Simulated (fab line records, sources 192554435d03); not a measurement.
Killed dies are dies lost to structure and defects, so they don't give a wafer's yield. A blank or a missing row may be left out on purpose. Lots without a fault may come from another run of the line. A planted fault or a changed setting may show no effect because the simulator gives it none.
One fault seen from 2 desks | flow n5_finfet | each desk has only its own numbers; what lay behind them comes last

THE TOOL OWNER'S DESK: litho_track-03
The tool's own readings at N5_BEOL_M1_COAT_61 (time 60 s, resist thk 60 nm): means of the sampled wafers that have a number, for each lot that ran on this tool. A lot is out of limits, marked OUT, if its mean lies more than 4 standard deviations from the usual mean; the brackets give that distance.
Columns: A = resist_line_temp_C at N5_BEOL_M1_COAT_61, usual 23.01 C; B = spin_speed_rpm at N5_BEOL_M1_COAT_61, usual 1500.1 rpm
lot  | first seen here | A     | B
L492 | day 6 20:34     | 23.08 | 1500.6
L504 | day 9 11:09     | 23.13 | 762.6 (-99 or more) OUT
L505 | day 9 19:41     | 22.93 | 763.1 (-99 or more) OUT
This desk's finding: out of limits on L504, L505; first on L504, day 9 11:09 (spin_speed_rpm at N5_BEOL_M1_COAT_61). In limits: L492.

THE METROLOGY DESK
What the gauges read, lot by lot, whatever tool the lot ran on: means of the sampled wafers that have a number. A lot is out of limits, marked OUT, if its mean lies more than 4 standard deviations from the usual mean; the brackets give that distance. Of its 10 readings 7 are shown: those that lie furthest out on some lot.
Columns: A = IOFF_N at N5_BEOL_M4_RC_MEAS_101, usual 0.16 nA/um; B = IOFF_P at N5_BEOL_M4_RC_MEAS_101, usual 0.21 nA/um; C = ION_N at N5_BEOL_M4_RC_MEAS_101, usual 672 uA/um; D = ION_P at N5_BEOL_M4_RC_MEAS_101, usual 459 uA/um; E = SS_N at N5_BEOL_M4_RC_MEAS_101, usual 71.6 mV/dec; F = VT_N at N5_BEOL_M4_RC_MEAS_101, usual 250 mV; G = VT_P at N5_BEOL_M4_RC_MEAS_101, usual -250.5 mV
lot  | first seen here | A    | B    | C   | D   | E    | F   | G
L492 | day 8 14:50     | 0.15 | 0.20 | 668 | 457 | 71.3 | 250 | -250.4
L504 | day 11 17:09    | 0.19 | 0.26 | 691 | 465 | 72.4 | 246 | -247.9
L505 | day 11 19:15    | 0.19 | 0.23 | 673 | 458 | 72.1 | 249 | -249.4
L513 | day 13 09:05    | 0.18 | 0.23 | 680 | 461 | 72.0 | 248 | -249.3
This desk's finding: nothing out of limits on any of the 4 lots.

PUT TOGETHER
The tool owner's desk could have raised an alarm at day 9 11:09, on L504, L505.
The metrology desk saw nothing out of limits.
The metrology desk has L504, L505 on record, within its limits.
Of the lots named, all ran N5_BEOL_M1_COAT_61 on litho_track-03.

WHAT THE SIMULATOR HAD PUT IN
Process parameter drift: litho_track-03, from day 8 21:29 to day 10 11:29, at N5_BEOL_M1_COAT_61. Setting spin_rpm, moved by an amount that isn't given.
Lots struck among those shown: L504, L505.
Hours from the fault's start to each desk's first reading out of limits: the tool owner's desk, 14.
